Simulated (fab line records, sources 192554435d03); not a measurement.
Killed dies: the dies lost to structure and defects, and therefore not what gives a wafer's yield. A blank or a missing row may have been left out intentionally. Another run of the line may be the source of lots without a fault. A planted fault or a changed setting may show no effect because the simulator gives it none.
fab line records	flow n5-finfet
record lots=24	wafers=72	last-day=17
route steps=1938 shown BEOL_M10@1471 BEOL_M11@1539
lots with no fault: from the same line, run without faults
start-h: start of the lot's first displayed wafer, in hours after the record's first day	wait-h: how many hours have passed since the lot's step before this one	" repeats the value in the row above	L1.1+2: a single row standing in for several wafers	- no value present, or no start provided	* or withheld: withheld	< > ~ a bound
route shown NAME@n: a module of which the file shows steps, and the number in the route of the first	usual: mean/standard deviation taken from wafers without a fault	same: alike in all rows	chamber/n: place in a boat	sites: readings site by site	_std_site: standard deviation of those values	_edge_site: outer sites' mean less inner sites'	radius-mm: how far each site lies from the wafer's centre	mask NAME#n: copy n	behind: the last tool/chamber to shape the wafer	hold: why the lot went on hold/how many hours it stayed there/how the hold came to an end	device: the n, p or np transistor that did not switch	end of line: the tests these same wafers got at the end of their route	where a step has no rows: the recipe by itself	killed: count of dies lost to structure and defects at first sort (not the wafer's yield)	map: a wafer's dies, marking killed ones x, the rest . and places with no die _
set.NAME: the setting the step ran with; set.NAME@STEP: the setting that earlier step ran with	model.NAME: the simulator's own value behind a step, which no gauge read
the route's steps for a sample of lots (tables are steps, rows are wafers)
services: from which hour (start-h, from the record's first day; less than 0 if before it) a tool's chamber was out of use, for how many hours, and why
## steps
# step N5_BEOL_M10_CURE_71
# recipe temp-c=385	time-s=240	ambient=He/Ar	material=SiCOH_lowk
# usual lamp-power-pct=52.32/0.057	wafer_temp_C_max=386.7/0.55
lot.wafer	tool	chamber	start-h	wait-h	lamp-power-pct	wafer_temp_C_max
L074.2	uv-cure-03	2	215.75	0.1	52.32	386.3
L074.3	"	2	"	"	52.33	386.3
L074.4	"	2	"	"	52.30	386.0
L075.1	uv-cure-02	0	230.54	0.2	52.34	386.9
L075.4	"	0	"	"	52.30	387.1
L075.5	"	0	"	"	52.31	386.7
L077.2	uv-cure-03	2	233.04	0.1	52.37	386.4
L077.3	"	2	"	"	52.31	386.5
L077.4	"	2	"	"	52.30	386.8
L076.3	uv-cure-01	1	233.67	0.2	52.32	386.0
L076.5	"	1	"	"	52.28	385.8
L076.6	"	1	"	"	52.28	385.6
L079.1	uv-cure-02	2	233.80	0.1	52.22	387.0
L079.4	"	2	"	"	52.30	387.0
L079.6	"	2	"	"	52.33	386.1
L078.1	uv-cure-01	1	236.76	0.0	52.33	385.8
L078.4	"	1	"	"	52.40	386.5
L078.5	"	1	"	"	52.32	386.0
L080.3	uv-cure-03	0	252.40	0.4	52.39	387.2
L080.4	"	0	"	"	52.31	388.2
L080.5	"	0	"	"	52.25	387.1
L082.1	uv-cure-03	1	261.25	0.0	52.34	386.8
L082.4	"	1	"	"	52.28	387.3
L082.6	"	1	"	"	52.29	386.7
L081.3	uv-cure-03	0	263.03	0.2	52.34	387.7
L081.5	"	0	"	"	52.41	387.8
L081.6	"	0	"	"	52.33	387.1
L083.1	uv-cure-01	0	269.42	0.0	52.32	386.0
L083.4	"	0	"	"	52.32	386.1
L083.5	"	0	"	"	52.23	386.6
L085.3	uv-cure-01	0	282.51	0.7	52.25	385.8
L085.5	"	0	"	"	52.23	386.5
L085.6	"	0	"	"	52.24	386.0
L086.1	uv-cure-01	1	290.26	0.0	52.34	386.0
L086.5	"	1	"	"	52.30	386.0
L086.6	"	1	"	"	52.34	385.5
L084.1	uv-cure-03	1	295.95	0.0	52.35	387.2
L084.2	"	1	"	"	52.40	387.0
L084.6	"	1	"	"	52.40	387.6
L088.2	uv-cure-01	2	297.35	0.2	52.40	387.3
L088.5	"	2	"	"	52.26	387.3
L088.6	"	2	"	"	52.32	387.2
L087.1	uv-cure-03	2	303.24	0.1	52.33	386.4
L087.2	"	2	"	"	52.34	386.2
L087.3	"	2	"	"	52.26	386.3
L089.1	uv-cure-03	2	305.59	0.1	52.37	386.6
L089.4	"	2	"	"	52.29	386.6
L089.6	"	2	"	"	52.34	386.4
L091.1	uv-cure-03	0	309.87	0.1	52.36	387.5
L091.2	"	0	"	"	52.25	387.8
L091.3	"	0	"	"	52.49	386.9
L090.2	uv-cure-01	2	313.50	0.1	52.30	386.6
L090.3	"	2	"	"	52.25	386.2
L090.6	"	2	"	"	52.38	387.1
L093.1	uv-cure-02	1	323.18	0.0	52.34	386.5
L093.5	"	1	"	"	52.42	386.5
L093.6	"	1	"	"	52.37	386.2
L092.2	uv-cure-01	1	333.19	0.2	52.36	386.4
L092.4	"	1	"	"	52.25	386.6
L092.5	"	1	"	"	52.43	386.2
L094.1	uv-cure-01	2	346.38	0.0	52.18	387.4
L094.3	"	2	"	"	52.36	387.2
L094.4	"	2	"	"	52.31	387.0
L095.2	uv-cure-02	0	348.76	0.1	52.32	387.2
L095.4	"	0	"	"	52.33	387.0
L095.5	"	0	"	"	52.39	386.9
L096.1	uv-cure-01	0	354.61	0.0	52.30	386.7
L096.3	"	0	"	"	52.30	386.1
L096.6	"	0	"	"	52.24	386.0
L097.3	uv-cure-02	2	359.92	0.2	52.27	386.9
L097.4	"	2	"	"	52.37	386.8
L097.6	"	2	"	"	52.32	387.0
# step N5_BEOL_M10_HM_DEP_02
# recipe material=TiN	target-thk-a=200	temp-c=25	chamber-pressure-pa=0.49996
# usual substrate-temp-c=25.00/0.11	throttle-valve-pct=30.4/0.89
lot.wafer	tool	chamber	start-h	wait-h	substrate-temp-c	throttle-valve-pct
L074.2	pvd-sputter-01	-	217.54	1.3	25.12	31.7
L074.3	"	-	"	"	24.89	30.3
L074.4	"	-	"	"	25.15	30.9
L075.1	pvd-sputter-02	-	232.04	0.9	25.02	31.3
L075.4	"	-	"	"	24.91	30.4
L075.5	"	-	"	"	25.15	29.5
L077.2	pvd-sputter-01	-	235.03	1.5	25.14	31.1
L077.3	"	-	"	"	25.07	30.2
L077.4	"	-	"	"	24.93	28.8
L076.3	pvd-sputter-01	-	235.33	1.2	24.90	31.6
L076.5	"	-	"	"	24.94	30.9
L076.6	"	-	"	"	24.86	31.7
L079.1	pvd-sputter-01	-	235.57	1.2	24.92	31.7
L079.4	"	-	"	"	25.13	29.1
L079.6	"	-	"	"	24.95	31.7
L078.1	pvd-sputter-02	-	238.97	1.6	25.08	30.1
L078.4	"	-	"	"	24.84	31.3
L078.5	"	-	"	"	24.91	29.6
L080.3	pvd-sputter-03	-	254.93	1.8	24.91	30.6
L080.4	"	-	"	"	25.01	28.4
L080.5	"	-	"	"	25.13	30.6
L082.1	pvd-sputter-01	-	262.11	0.3	25.02	29.0
L082.4	"	-	"	"	25.04	31.4
L082.6	"	-	"	"	25.07	30.9
L081.3	pvd-sputter-02	-	264.69	1.3	25.11	30.4
L081.5	"	-	"	"	24.94	29.7
L081.6	"	-	"	"	25.10	30.3
L083.1	pvd-sputter-02	-	271.07	0.6	24.99	31.5
L083.4	"	-	"	"	25.11	30.0
L083.5	"	-	"	"	24.70	29.4
L085.3	pvd-sputter-02	-	283.29	0.0	25.22	31.3
L085.5	"	-	"	"	25.13	30.2
L085.6	"	-	"	"	24.93	29.9
L086.1	pvd-sputter-01	-	292.68	1.9	25.05	31.7
L086.5	"	-	"	"	24.91	28.9
L086.6	"	-	"	"	25.08	31.5
L084.1	pvd-sputter-01	-	296.78	0.3	24.97	30.1
L084.2	"	-	"	"	25.08	31.0
L084.6	"	-	"	"	25.10	30.1
L088.2	pvd-sputter-01	-	299.70	1.8	24.89	31.1
L088.5	"	-	"	"	25.03	29.0
L088.6	"	-	"	"	24.92	31.6
L087.1	pvd-sputter-01	-	304.32	0.5	24.94	30.1
L087.2	"	-	"	"	24.97	31.7
L087.3	"	-	"	"	24.94	29.1
L089.1	pvd-sputter-03	-	307.30	1.1	24.98	30.2
L089.4	"	-	"	"	25.11	30.6
L089.6	"	-	"	"	25.10	31.0
L091.1	pvd-sputter-01	-	312.30	1.9	24.96	29.2
L091.2	"	-	"	"	25.05	31.0
L091.3	"	-	"	"	25.12	30.4
L090.2	pvd-sputter-01	-	315.49	1.5	24.98	30.1
L090.3	"	-	"	"	25.05	31.9
L090.6	"	-	"	"	25.07	30.9
L093.1	pvd-sputter-03	-	326.31	2.6	25.06	28.3
L093.5	"	-	"	"	24.88	31.0
L093.6	"	-	"	"	24.93	30.5
L092.2	pvd-sputter-02	-	336.57	2.9	24.97	29.6
L092.4	"	-	"	"	25.04	31.5
L092.5	"	-	"	"	24.81	29.6
L094.1	pvd-sputter-02	-	347.44	0.5	24.93	30.3
L094.3	"	-	"	"	25.11	31.1
L094.4	"	-	"	"	24.91	29.7
L095.2	pvd-sputter-01	-	349.91	0.6	25.06	31.5
L095.4	"	-	"	"	25.03	28.8
L095.5	"	-	"	"	25.17	31.9
L096.1	pvd-sputter-02	-	355.69	0.5	25.22	29.9
L096.3	"	-	"	"	24.90	29.4
L096.6	"	-	"	"	24.99	30.3
L097.3	pvd-sputter-02	-	360.99	0.7	24.84	29.8
L097.4	"	-	"	"	24.99	31.4
L097.6	"	-	"	"	24.98	30.4
# step N5_BEOL_M10_CD_MEAS_28
# recipe target-cd-nm=70	landing-energy-ev=500	detector=se-inlens	polarity=opening
# usual cd-nm=69.9/0.8
lot.wafer	tool	chamber	start-h	wait-h	cd-nm
L074.2	cd-sem-02	0	220.68	-	67.7
L074.3	"	0	"	"	69.2
L074.4	"	0	"	"	69.6
L075.1	cd-sem-01	0	234.86	-	70.8
L075.4	"	0	"	"	69.3
L075.5	"	0	"	"	70.1
L077.2	cd-sem-03	0	236.65	-	69.8
L077.3	"	0	"	"	69.8
L077.4	"	0	"	"	69.7
L076.3	cd-sem-01	0	238.15	-	68.5
L076.5	"	0	"	"	67.9
L076.6	"	0	"	"	68.7
L079.1	cd-sem-03	0	238.19	-	70.9
L079.4	"	0	"	"	71.3
L079.6	"	0	"	"	70.9
L078.1	cd-sem-03	0	241.68	-	69.8
L078.4	"	0	"	"	71.2
L078.5	"	0	"	"	69.8
L080.3	cd-sem-02	0	256.13	-	68.6
L080.4	"	0	"	"	69.3
L080.5	"	0	"	"	69.7
L082.1	cd-sem-02	0	265.85	-	70.0
L082.4	"	0	"	"	69.7
L082.6	"	0	"	"	70.4
L081.3	cd-sem-02	0	267.12	-	70.7
L081.5	"	0	"	"	71.3
L081.6	"	0	"	"	70.4
L083.1	cd-sem-03	0	274.29	-	68.4
L083.4	"	0	"	"	70.2
L083.5	"	0	"	"	69.8
L085.3	cd-sem-02	0	285.06	-	70.1
L085.5	"	0	"	"	69.4
L085.6	"	0	"	"	68.9
L086.1	cd-sem-03	0	293.97	-	70.6
L086.5	"	0	"	"	71.0
L086.6	"	0	"	"	70.1
L084.1	cd-sem-02	0	299.99	-	69.9
L084.2	"	0	"	"	70.8
L084.6	"	0	"	"	68.6
L088.2	cd-sem-03	0	302.68	-	69.9
L088.5	"	0	"	"	69.1
L088.6	"	0	"	"	69.8
L087.1	cd-sem-01	0	306.61	-	69.0
L087.2	"	0	"	"	69.8
L087.3	"	0	"	"	68.5
L089.1	cd-sem-01	0	308.83	-	70.8
L089.4	"	0	"	"	71.0
L089.6	"	0	"	"	71.4
L091.1	cd-sem-01	0	316.70	-	70.2
L091.2	"	0	"	"	69.8
L091.3	"	0	"	"	69.3
L090.2	cd-sem-01	0	317.01	-	70.7
L090.3	"	0	"	"	69.9
L090.6	"	0	"	"	70.9
L093.1	cd-sem-01	0	330.36	-	71.1
L093.5	"	0	"	"	70.7
L093.6	"	0	"	"	69.8
L092.2	cd-sem-03	0	338.57	-	69.5
L092.4	"	0	"	"	69.3
L092.5	"	0	"	"	69.6
L094.1	cd-sem-01	0	348.77	-	71.0
L094.3	"	0	"	"	69.2
L094.4	"	0	"	"	70.3
L095.2	cd-sem-02	0	351.23	-	70.6
L095.4	"	0	"	"	70.4
L095.5	"	0	"	"	70.9
L096.1	cd-sem-03	0	357.98	-	69.2
L096.3	"	0	"	"	70.4
L096.6	"	0	"	"	70.2
L097.3	cd-sem-03	0	362.82	-	70.4
L097.4	"	0	"	"	69.7
L097.6	"	0	"	"	70.4
# step N5_BEOL_M10_ETCH_41
# recipe chemistry=CH3F/O2	target=SiCN	target-depth-a=426	taper-deg=2	time-s=86	ion-energy-ev=120	mask-material=TiN	pressure-mtorr=30	source-w=395	bias-w=75	Ar_flow_sccm=150	CH3F_flow_sccm=30	O2_flow_sccm=20
# usual chamber-pressure-mTorr=30.002/0.025	drypump-motor-current-A=5.8/0.39	oes-product-au=0.80/0.071	rf-vpp-V=298.0/1.5	showerhead-plenum-p-Torr=2.03/0.064	throttle-valve-pct=16.16/0.24
lot.wafer	tool	chamber	start-h	wait-h	chamber-pressure-mTorr	drypump-motor-current-A	oes-product-au	rf-hours-counter-h	rf-vpp-V	showerhead-plenum-p-Torr	throttle-valve-pct
L074.2	rie-diel-04	1	-	-	29.976	6.0	0.83	73	298.9	2.03	15.93
L074.3	"	0	"	"	29.955	5.4	0.84	62	295.5	2.03	16.24
L074.4	"	3	"	"	30.033	5.6	0.91	23	299.3	2.04	15.94
L075.1	rie-diel-05	1	-	-	30.018	5.7	0.72	159	298.8	2.08	16.18
L075.4	"	1	"	"	30.047	5.7	0.72	-	298.9	2.08	16.17
L075.5	"	2	"	"	29.987	5.8	0.86	-	297.7	2.03	15.74
L077.2	rie-diel-05	1	-	-	30.009	5.6	0.72	160	299.2	2.08	16.19
L077.3	"	2	"	"	30.030	5.8	0.87	45	298.0	2.03	15.74
L077.4	"	1	"	"	30.037	5.6	0.73	-	299.8	2.08	16.19
L076.3	rie-diel-06	0	-	-	30.043	5.9	0.72	175	298.0	1.99	16.19
L076.5	"	2	"	"	29.991	5.7	0.75	-	296.5	1.91	16.39
L076.6	"	1	"	"	30.035	6.4	0.85	-	299.1	2.11	16.23
L079.1	rie-diel-05	0	-	-	30.012	5.1	0.86	40	299.5	2.12	16.28
L079.4	"	0	"	"	29.987	5.1	0.86	-	299.7	2.12	16.28
L079.6	"	1	"	"	29.973	5.7	0.72	-	299.3	2.08	16.18
L078.1	rie-diel-06	0	-	-	30.013	5.9	0.71	177	296.7	1.99	16.20
L078.4	"	0	"	"	29.977	5.9	0.72	-	298.1	1.99	16.21
L078.5	"	2	"	"	30.018	5.6	0.74	-	295.8	1.91	16.38
L080.3	rie-diel-05	3	-	-	30.011	5.9	0.96	5	298.0	1.97	16.06
L080.4	"	0	"	"	30.011	5.1	0.84	47	301.4	2.12	16.31
L080.5	"	0	"	"	30.018	5.0	0.84	-	300.0	2.12	16.30
L082.1	rie-diel-05	0	-	-	30.000	5.1	0.85	51	299.0	2.12	16.29
L082.4	"	3	"	"	29.999	5.9	0.94	9	296.7	1.97	16.08
L082.6	"	3	"	"	29.955	5.9	0.94	-	296.4	1.97	16.06
L081.3	rie-diel-06	0	-	-	30.018	5.9	0.71	186	295.8	1.99	16.23
L081.5	"	3	"	"	30.006	6.6	0.98	-	299.5	2.13	15.64
L081.6	"	0	"	"	29.991	5.9	0.71	-	298.7	1.99	16.22
L083.1	rie-diel-04	1	-	-	30.007	6.0	0.81	93	299.8	2.02	15.97
L083.4	"	3	"	"	30.013	5.6	0.87	42	296.9	2.04	15.97
L083.5	"	3	"	"	30.056	5.6	0.87	-	296.8	2.04	15.98
L085.3	rie-diel-04	3	-	-	30.001	5.6	0.87	46	297.4	2.03	15.98
L085.5	"	2	"	"	29.964	5.9	0.78	-	299.4	2.01	16.51
L085.6	"	1	"	"	29.992	6.0	0.82	-	298.7	2.02	15.98
L086.1	rie-diel-04	0	-	-	29.974	5.5	0.82	90	297.1	2.02	16.29
L086.5	"	1	"	"	30.032	6.0	0.80	-	298.4	2.02	15.98
L086.6	"	2	"	"	30.007	5.9	0.77	-	297.3	2.01	16.53
L084.1	rie-diel-04	2	-	-	30.003	5.9	0.77	135	298.2	2.00	16.53
L084.2	"	1	"	"	29.974	6.0	0.80	103	295.7	2.02	15.99
L084.6	"	0	"	"	30.020	5.4	0.82	-	298.4	2.02	16.28
L088.2	rie-diel-05	2	-	-	29.967	5.8	0.84	72	297.4	2.02	15.80
L088.5	"	2	"	"	29.960	5.8	0.83	-	298.5	2.02	15.78
L088.6	"	1	"	"	29.999	5.7	0.71	-	298.0	2.07	16.23
L087.1	rie-diel-06	3	-	-	29.979	6.6	0.94	19	299.4	2.12	15.64
L087.2	"	0	"	"	29.993	5.9	0.69	199	297.3	1.98	16.23
L087.3	"	2	"	"	30.011	5.6	0.73	196	295.1	1.90	16.43
L089.1	rie-diel-05	0	-	-	29.993	5.1	0.82	67	298.7	2.11	16.33
L089.4	"	3	"	"	30.030	5.9	0.90	25	296.2	1.96	16.11
L089.6	"	0	"	"	29.992	5.1	0.82	-	300.4	2.11	16.33
L091.1	rie-diel-05	0	-	-	30.055	5.0	0.82	71	299.5	2.11	16.34
L091.2	"	1	"	"	29.923	5.6	0.70	193	300.2	2.07	16.24
L091.3	"	3	"	"	30.017	5.9	0.89	29	296.2	1.96	16.10
L090.2	rie-diel-06	0	-	-	29.990	5.9	0.69	201	297.0	1.98	16.25
L090.3	"	1	"	"	30.009	6.4	0.81	109	299.6	2.10	16.28
L090.6	"	3	"	"	30.014	6.6	0.92	-	300.2	2.12	15.66
L093.1	rie-diel-05	3	-	-	30.008	5.9	0.88	33	295.9	1.96	16.11
L093.5	"	3	"	"	30.002	5.9	0.88	-	296.2	1.96	16.13
L093.6	"	2	"	"	29.976	5.8	0.82	-	297.4	2.02	15.81
L092.2	rie-diel-04	3	-	-	30.054	5.6	0.84	65	296.9	2.03	16.02
L092.4	"	1	"	"	30.003	6.0	0.79	116	296.7	2.01	16.01
L092.5	"	2	"	"	29.989	5.8	0.76	-	298.4	2.00	16.57
L094.1	rie-diel-06	2	-	-	29.997	5.7	0.72	209	296.0	1.90	16.47
L094.3	"	1	"	"	30.012	6.5	0.79	119	299.7	2.09	16.29
L094.4	"	0	"	"	29.990	5.9	0.69	212	298.1	1.98	16.28
L095.2	rie-diel-06	1	-	-	29.990	6.4	0.79	120	298.6	2.09	16.31
L095.4	"	0	"	"	30.027	5.9	0.69	212	295.7	1.98	16.27
L095.5	"	2	"	"	30.020	5.6	0.72	-	296.8	1.90	16.44
L096.1	rie-diel-04	2	-	-	30.024	5.9	0.75	156	298.9	2.00	16.56
L096.3	"	1	"	"	29.966	6.0	0.77	124	297.8	2.01	16.03
L096.6	"	1	"	"	29.999	6.0	0.78	-	296.3	2.01	16.03
L097.3	rie-diel-05	0	-	-	30.010	5.1	0.79	83	299.2	2.11	16.36
L097.4	"	0	"	"	30.001	5.1	0.80	-	299.1	2.11	16.38
L097.6	"	2	"	"	29.981	5.8	0.80	-	297.4	2.01	15.85
# step N5_BEOL_M10_RS_MEAS_57
# recipe thk-meas-gauge=four-point-probe	reads=Cu_of_BEOL_M10_ECD_50+Co_of_BEOL_M10_CVD_75+TaN_of_BEOL_M10_ALD_74
# usual M10_RS=0.1511/0.0021
lot.wafer	tool	chamber	start-h	wait-h	M10_RS[ohm/sq]
L074.2	film-metro-01	-	224.30	0.1	0.1511
L074.3	"	-	"	"	0.1504
L074.4	"	-	"	"	0.1461
L075.1	film-metro-02	-	238.25	0.1	0.1521
L075.4	"	-	"	"	0.1521
L075.5	"	-	"	"	0.1505
L077.2	film-metro-01	-	240.71	0.1	0.1507
L077.3	"	-	"	"	0.1491
L077.4	"	-	"	"	0.1538
L076.3	film-metro-01	-	240.79	0.1	0.1507
L076.5	"	-	"	"	0.1513
L076.6	"	-	"	"	0.1507
L079.1	film-metro-01	-	240.95	0.1	0.1493
L079.4	"	-	"	"	0.1532
L079.6	"	-	"	"	0.1530
L078.1	film-metro-01	-	244.95	0.1	0.1517
L078.4	"	-	"	"	0.1509
L078.5	"	-	"	"	0.1513
L080.3	film-metro-01	-	260.82	0.1	0.1495
L080.4	"	-	"	"	0.1538
L080.5	"	-	"	"	0.1512
L082.1	film-metro-01	-	269.89	0.1	0.1520
L082.4	"	-	"	"	0.1512
L082.6	"	-	"	"	0.1470
L081.3	film-metro-02	-	271.41	0.1	0.1522
L081.5	"	-	"	"	0.1476
L081.6	"	-	"	"	0.1535
L083.1	film-metro-01	-	277.92	0.1	0.1471
L083.4	"	-	"	"	0.1483
L083.5	"	-	"	"	0.1481
L085.3	film-metro-01	-	289.70	0.1	0.1501
L085.5	"	-	"	"	0.1480
L085.6	"	-	"	"	0.1518
L086.1	film-metro-02	-	297.64	0.1	0.1489
L086.5	"	-	"	"	0.1511
L086.6	"	-	"	"	0.1503
L084.1	film-metro-01	-	303.55	0.1	0.1484
L084.2	"	-	"	"	0.1498
L084.6	"	-	"	"	0.1502
L088.2	film-metro-01	-	305.69	0.1	0.1516
L088.5	"	-	"	"	0.1488
L088.6	"	-	"	"	0.1534
L087.1	film-metro-01	-	310.42	0.1	0.1492
L087.2	"	-	"	"	0.1548
L087.3	"	-	"	"	0.1539
L089.1	film-metro-01	-	313.74	0.1	0.1512
L089.4	"	-	"	"	0.1500
L089.6	"	-	"	"	0.1519
L091.1	film-metro-02	-	321.74	0.1	0.1524
L091.2	"	-	"	"	0.1543
L091.3	"	-	"	"	0.1513
L090.2	film-metro-02	-	322.29	0.1	0.1548
L090.3	"	-	"	"	0.1530
L090.6	"	-	"	"	0.1486
L093.1	film-metro-01	-	334.38	0.1	0.1526
L093.5	"	-	"	"	0.1522
L093.6	"	-	"	"	0.1505
L092.2	film-metro-01	-	341.65	0.1	0.1492
L092.4	"	-	"	"	0.1520
L092.5	"	-	"	"	0.1510
L094.1	film-metro-01	-	353.57	0.1	0.1530
L094.3	"	-	"	"	0.1511
L094.4	"	-	"	"	0.1539
L095.2	film-metro-02	-	356.03	0.1	0.1528
L095.4	"	-	"	"	0.1554
L095.5	"	-	"	"	0.1547
L096.1	film-metro-01	-	361.32	0.1	0.1530
L096.3	"	-	"	"	0.1522
L096.6	"	-	"	"	0.1538
L097.3	film-metro-02	-	366.19	0.1	0.1537
L097.4	"	-	"	"	0.1531
L097.6	"	-	"	"	0.1516
# step N5_BEOL_M11_PECVD_70
# recipe material=SiO2	target-thk-a=200	temp-c=400	precursor=TEOS/O2	pressure-torr=5.5	rf-w=450	teos-flow-sccm=53.8	gas=O2	flow-sccm=3000	time-s=22.7
# usual heater-power-w=712/100	showerhead-plenum-p-Torr=8.79/0.063	throttle-valve-pct=22.3/1.5
lot.wafer	tool	chamber	start-h	wait-h	heater-power-w	showerhead-plenum-p-Torr	throttle-valve-pct
L074.2	pecvd-02	2	225.01	0.0	522	8.81	20.5
L074.3	"	1	"	"	674	8.76	24.2
L074.4	"	2	"	"	526	8.83	20.5
L075.1	pecvd-04	2	238.94	0.0	647	8.79	21.3
L075.4	"	0	"	"	790	8.86	21.9
L075.5	"	2	"	"	640	8.79	21.3
L077.2	pecvd-02	0	241.40	0.0	858	8.65	24.7
L077.3	"	2	"	"	554	8.83	20.5
L077.4	"	1	"	"	732	8.74	24.0
L076.3	pecvd-01	0	241.52	0.1	776	8.84	24.1
L076.5	"	1	"	"	686	8.79	22.2
L076.6	"	0	"	"	805	8.82	23.8
L079.1	pecvd-04	0	241.64	0.0	801	8.87	21.9
L079.4	"	2	"	"	649	8.81	21.4
L079.6	"	0	"	"	790	8.85	22.0
L078.1	pecvd-01	0	245.64	0.0	786	8.80	23.7
L078.4	"	0	"	"	795	8.82	23.7
L078.5	"	2	"	"	725	8.78	21.6
L080.3	pecvd-01	2	261.51	0.0	730	8.78	21.3
L080.4	"	0	"	"	645	8.83	23.5
L080.5	"	1	"	"	653	8.82	21.9
L082.1	pecvd-02	0	270.58	0.0	904	8.66	24.6
L082.4	"	1	"	"	708	8.78	23.7
L082.6	"	0	"	"	890	8.67	24.7
L081.3	pecvd-04	1	272.74	0.0	812	8.80	20.7
L081.5	"	2	"	"	542	8.81	21.5
L081.6	"	0	"	"	747	8.89	22.2
L083.1	pecvd-04	1	279.74	0.0	811	8.80	20.3
L083.4	"	2	"	"	696	8.83	21.7
L083.5	"	1	"	"	802	8.80	20.6
L085.3	pecvd-04	2	290.39	0.0	588	8.79	21.5
L085.5	"	2	"	"	580	8.81	21.2
L085.6	"	1	"	"	743	8.81	20.6
L086.1	pecvd-02	0	298.33	0.0	945	8.67	24.5
L086.5	"	2	"	"	586	8.84	20.8
L086.6	"	0	"	"	947	8.65	25.0
L084.1	pecvd-02	2	304.27	0.0	601	8.83	20.9
L084.2	"	0	"	"	799	8.64	24.7
L084.6	"	1	"	"	698	8.78	23.8
L088.2	pecvd-01	2	306.38	0.0	623	8.80	21.7
L088.5	"	0	"	"	682	8.85	23.6
L088.6	"	2	"	"	620	8.78	21.6
L087.1	pecvd-04	1	311.11	0.0	809	8.79	20.5
L087.2	"	2	"	"	703	8.80	21.7
L087.3	"	0	"	"	774	8.85	22.2
L089.1	pecvd-02	1	314.43	0.0	702	8.77	23.8
L089.4	"	0	"	"	820	8.64	25.0
L089.6	"	1	"	"	691	8.74	24.0
L091.1	pecvd-02	2	322.43	0.0	546	8.80	20.5
L091.2	"	0	"	"	917	8.66	25.0
L091.3	"	1	"	"	648	8.76	24.2
L090.2	pecvd-02	1	322.98	0.0	651	8.76	23.7
L090.3	"	2	"	"	490	8.85	20.8
L090.6	"	1	"	"	650	8.77	24.1
L093.1	pecvd-04	0	335.08	0.0	675	8.86	22.0
L093.5	"	0	"	"	694	8.86	22.3
L093.6	"	2	"	"	572	8.81	21.5
L092.2	pecvd-02	1	342.34	0.0	697	8.77	23.9
L092.4	"	2	"	"	507	8.82	20.8
L092.5	"	1	"	"	701	8.74	23.9
L094.1	pecvd-04	1	354.27	0.0	704	8.80	20.7
L094.3	"	2	"	"	674	8.82	21.5
L094.4	"	0	"	"	826	8.87	22.2
L095.2	pecvd-01	0	356.74	0.0	707	8.82	24.0
L095.4	"	0	"	"	733	8.83	23.8
L095.5	"	1	"	"	677	8.81	22.0
L096.1	pecvd-04	2	362.01	0.0	636	8.80	21.6
L096.3	"	0	"	"	705	8.91	22.4
L096.6	"	0	"	"	699	8.87	22.2
L097.3	pecvd-04	2	366.98	0.0	693	8.80	21.6
L097.4	"	1	"	"	775	8.79	20.8
L097.6	"	2	"	"	690	8.82	21.5
## services
tool	chamber	start-h	hours	kind
pecvd-04	2	202.38	-	clean
pecvd-04	2	202.38	-	consumable-replace:showerhead
pecvd-04	2	202.38	29.0	scheduled-down
pecvd-04	2	202.38	29.0	vent-cycle
uv-cure-01	-	208.68	7.5	pm
uv-cure-02	-	241.33	2.1	pm
uv-cure-02	-	263.19	7.3	repair
pecvd-02	2	273.24	6.8	repair
uv-cure-02	-	277.47	6.0	pm
pecvd-01	1	289.93	18.0	repair
pecvd-01	0	293.05	6.1	repair
pvd-sputter-01	-	300.26	1.2	repair
rie-diel-04	0	314.36	2.7	repair
pecvd-01	2	315.64	3.9	repair
pecvd-01	-	318.23	0.4	repair
uv-cure-02	-	330.51	7.5	pm
pvd-sputter-01	-	330.77	4.0	repair
uv-cure-01	-	338.37	2.1	pm
uv-cure-03	-	344.14	0.3	repair
rie-diel-05	0	344.58	14.1	repair
rie-diel-04	-	351.06	0.5	repair
rie-diel-04	0	359.64	29.0	repair
rie-diel-05	3	360.97	47.8	repair
rie-diel-05	-	365.03	0.5	repair
## key
fault none
